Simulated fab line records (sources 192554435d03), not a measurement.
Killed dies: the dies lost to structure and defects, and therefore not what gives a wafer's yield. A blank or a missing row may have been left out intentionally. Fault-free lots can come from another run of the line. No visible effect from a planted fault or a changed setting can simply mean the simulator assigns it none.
Chamber matching ; flow n5 finfet ; 3 sister chambers for N5_BEOL_M3_PRE_CLEAN_60 on cvd co-01
The step time 15 s. 6 wafers are shown with their chamber, then 12 later ones without.

## WAFERS WITH THEIR CHAMBER
wafer;chamber;heater power w (W)
L083.3;0;67
L084.2;1;100
L087.3;1;97
L085.1;2;91
L085.5;2;92
L085.6;0;65

## WAFERS WITH NO CHAMBER GIVEN
wafer;heater power w (W)
L088.3;91
L088.5;89
L088.6;98
L092.3;91
L092.4;67
L092.5;98
L096.4;98
L096.5;66
L096.6;89
L097.1;98
L097.3;67
L097.4;67

## THE CHAMBER EACH PASSED THROUGH
wafer;from the rows above;in truth
L088.3;2;2
L088.5;2;2
L088.6;1;1
L092.3;2;2
L092.4;0;0
L092.5;1;1
L096.4;1;1
L096.5;0;0
L096.6;2;2
L097.1;1;1
L097.3;0;0
L097.4;0;0
Placed correctly: 12 of 12. Number that these rows cannot place: 0. Placed wrongly: 0.
How it was worked out, from the rows above alone: a wafer's distance from a chamber is the root of the sum, over the readings, of the square of ((its reading less the chamber's mean) divided by the reading's scatter). The wafer belongs to the nearest chamber; if the next one is less than 2 further off, it can't be placed. For every chamber, the mean is computed from those of its wafers that are shown. The scatter is the square root of a quotient: the sum, over the shown wafers, of each reading's squared deviation from its chamber's mean, divided by wafers minus chambers.
